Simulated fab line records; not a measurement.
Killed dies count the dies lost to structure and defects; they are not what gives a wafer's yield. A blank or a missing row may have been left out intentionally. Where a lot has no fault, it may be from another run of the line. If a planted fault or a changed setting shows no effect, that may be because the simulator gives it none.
Tool commonality check -- flow nand harc -- Lots sampled 12, wafers sampled 36

## WHY THIS WAS OPENED
Flagged at NHARC_P_M1_THK_MEAS_24: reading thk nm, on 2 of 12 lots. Wafers without a fault read 157.6 nm, standard deviation 1.2.
Rule: flag the lot when none of its wafers has a number, or when each of its wafers that has one lies beyond 4 standard deviations from that mean. All remaining lots are regarded as sound.

lot,measured,on,"thk nm (nm), wafer by wafer",flag
L486,day 6 06:07,film metro-01,158.7 159.2 156.9,
L490,day 8 04:10,film metro-02,157.7 159.3 157.2,
L491,day 8 11:34,film metro-01,157.0 158.5 158.5,
L493,day 9 12:51,film metro-02,157.8 157.6 158.2,
L494,day 9 20:39,film metro-01,157.2 158.0 157.9,
L500,day 12 08:26,film metro-01,158.7 156.5 153.8,
L501,day 12 14:50,film metro-01,30.0 30.0 30.5,FLAGGED
L502,day 12 18:23,film metro-02,29.5 29.8 29.5,FLAGGED
L506,day 14 14:36,film metro-01,159.6 155.6 158.8,
L507,day 15 04:14,film metro-01,159.5 158.9 158.0,
L509,day 15 21:01,film metro-02,157.3 156.3 157.5,
L508,day 15 21:47,film metro-01,156.6 157.6 156.3,
On average the flagged lots read 29.9 nm, which is -127.7 nm against the usual, or -99 or more standard deviations.

## EACH LOT AND THE TOOL IT RAN ON
The record holds 5 process steps before the reading, out of a route of 1302 steps. Cell contents, in order: the tool; ch with the chambers the sampled wafers went through; the start.
lot,flag,NHARC_P_M1_ETCH_28,NHARC_P_M1_PVD_20,NHARC_P_M1_PVD_21,NHARC_P_M1_ECD_22,NHARC_P_M1_CMP_23
L486,,"rie diel-02 ch 0,1, day 6 05:08 or earlier","pvd sputter-01, day 6 05:08 or earlier","pvd sputter-01, day 6 05:08 or earlier","ecd cu-01 ch 0, day 6 05:08","cmp-03 ch 0,2, day 6 05:48"
L490,,"rie diel-05 ch 2,3, day 8 03:11 or earlier","pvd sputter-01, day 8 03:11 or earlier","pvd sputter-01, day 8 03:11 or earlier","ecd cu-01 ch 0,1, day 8 03:11","cmp-02 ch 0,1,3, day 8 03:53"
L491,,"rie diel-02 ch 0,3, day 8 10:25 or earlier","pvd sputter-02, day 8 10:25 or earlier","pvd sputter-02, day 8 10:25 or earlier","ecd cu-02 ch 0,1, day 8 10:25","cmp-02 ch 0,2, day 8 11:17"
L493,,"rie diel-02 ch 0,1,2, day 9 11:49 or earlier","pvd sputter-03, day 9 11:49 or earlier","pvd sputter-03, day 9 11:49 or earlier","ecd cu-01 ch 0,1, day 9 11:49","cmp-02 ch 1,2,3, day 9 12:32"
L494,,"rie diel-05 ch 0,2, day 9 19:38 or earlier","pvd sputter-03, day 9 19:38 or earlier","pvd sputter-03, day 9 19:38 or earlier","ecd cu-01 ch 0,1, day 9 19:38","cmp-02 ch 1,3, day 9 20:22"
L500,,"rie diel-05 ch 0,3, day 12 07:23 or earlier","pvd sputter-01, day 12 07:23 or earlier","pvd sputter-01, day 12 07:23 or earlier","ecd cu-02 ch 0,1, day 12 07:23","cmp-01 ch 0,1,3, day 12 08:10"
L501,FLAGGED,"rie diel-02 ch 0,1, day 12 13:49 or earlier","pvd sputter-01, day 12 13:49 or earlier","pvd sputter-01, day 12 13:49 or earlier","ecd cu-02 ch 0,1, day 12 13:49","cmp-01 ch 1,2,3, day 12 14:37"
L502,FLAGGED,"rie diel-05 ch 0,1,2, day 12 17:20 or earlier","pvd sputter-02, day 12 17:20 or earlier","pvd sputter-02, day 12 17:20 or earlier","ecd cu-02 ch 0,1, day 12 17:20","cmp-02 ch 0,3, day 12 18:04"
L506,,"rie diel-02 ch 0,1,3, day 14 13:32 or earlier","pvd sputter-01, day 14 13:32 or earlier","pvd sputter-01, day 14 13:32 or earlier","ecd cu-02 ch 0,1, day 14 13:32","cmp-03 ch 0,1,2, day 14 14:19"
L507,,"rie diel-05 ch 0,1,3, day 15 03:11 or earlier","pvd sputter-02, day 15 03:11 or earlier","pvd sputter-02, day 15 03:11 or earlier","ecd cu-02 ch 0,1, day 15 03:11","cmp-02 ch 0,1,2, day 15 03:57"
L509,,"rie diel-02 ch 0,1,2, day 15 19:59 or earlier","pvd sputter-02, day 15 19:59 or earlier","pvd sputter-02, day 15 19:59 or earlier","ecd cu-02 ch 0,1, day 15 19:59","cmp-01 ch 1,2,3, day 15 20:42"
L508,,"rie diel-12 ch 0,2,3, day 15 20:49 or earlier","pvd sputter-01, day 15 20:49 or earlier","pvd sputter-01, day 15 20:49 or earlier","ecd cu-01 ch 0,1, day 15 20:49","cmp-03 ch 2,3, day 15 21:29"
What the steps here do:
- NHARC_P_M1_ETCH_28: etches the open film in CF4/N2, target depth 30 nm, time 72.99 s.
- NHARC_P_M1_PVD_20: deposits TaN, target thk 5 nm, time 8.06 s.
- NHARC_P_M1_PVD_21: deposits Cu, target thk 30 nm, time 20.49 s.
- NHARC_P_M1_ECD_22: material Cu, target thk 400 nm.
- NHARC_P_M1_CMP_23: polishes, t overpolish 20 s, target thk 157.82 nm.
- NHARC_P_M1_THK_MEAS_24: measures by xrf.

## FLAGGED OVER TOTAL, TOOL BY TOOL (the gauges that took the reading come last)
step,tool,lots run,flagged,share of the flagged lots,sound lots run after its first flagged lot
NHARC_P_M1_ETCH_28,rie diel-02,6,1,some,"2 (L506,L509)"
NHARC_P_M1_ETCH_28,rie diel-05,5,1,some,1 (L507)
NHARC_P_M1_ETCH_28,rie diel-12,1,0,none,-
NHARC_P_M1_PVD_20,pvd sputter-01,6,1,some,"2 (L506,L508)"
NHARC_P_M1_PVD_20,pvd sputter-02,4,1,some,"2 (L507,L509)"
NHARC_P_M1_PVD_20,pvd sputter-03,2,0,none,-
NHARC_P_M1_PVD_21,pvd sputter-01,6,1,some,"2 (L506,L508)"
NHARC_P_M1_PVD_21,pvd sputter-02,4,1,some,"2 (L507,L509)"
NHARC_P_M1_PVD_21,pvd sputter-03,2,0,none,-
NHARC_P_M1_ECD_22,ecd cu-01,5,0,none,-
NHARC_P_M1_ECD_22,ecd cu-02,7,2,all,"3 (L506,L507,L509)"
NHARC_P_M1_CMP_23,cmp-01,3,1,some,1 (L509)
NHARC_P_M1_CMP_23,cmp-02,6,1,some,1 (L507)
NHARC_P_M1_CMP_23,cmp-03,3,0,none,-
NHARC_P_M1_THK_MEAS_24,film metro-01,8,1,some,"3 (L506,L507,L508)"
NHARC_P_M1_THK_MEAS_24,film metro-02,4,1,some,1 (L509)
NHARC_P_M1_ETCH_28: start missing for some lots; hours and lot order therefore follow NHARC_P_M1_ECD_22. NHARC_P_M1_PVD_20: start missing for some lots; hours and lot order therefore follow NHARC_P_M1_ECD_22. NHARC_P_M1_PVD_21: start missing for some lots; hours and lot order therefore follow NHARC_P_M1_ECD_22.

## WHAT THE TABLE ALLOWS
In the table, 1 row covers all flagged lots: ecd cu-02 at NHARC_P_M1_ECD_22.
- ecd cu-02 at NHARC_P_M1_ECD_22: 2 of its 7 lots flagged. Sound lots ran on it after the first flagged one (L506, L507, L509), which a lasting fault on the whole tool wouldn't allow. On the flagged lots its readings are blank where sound lots have values: bath heat duty pct, bath temp c.
Not one row of the table ran every flagged lot while running no sound lot after the first.

## WHAT WAS PUT IN BY THE SIMULATOR
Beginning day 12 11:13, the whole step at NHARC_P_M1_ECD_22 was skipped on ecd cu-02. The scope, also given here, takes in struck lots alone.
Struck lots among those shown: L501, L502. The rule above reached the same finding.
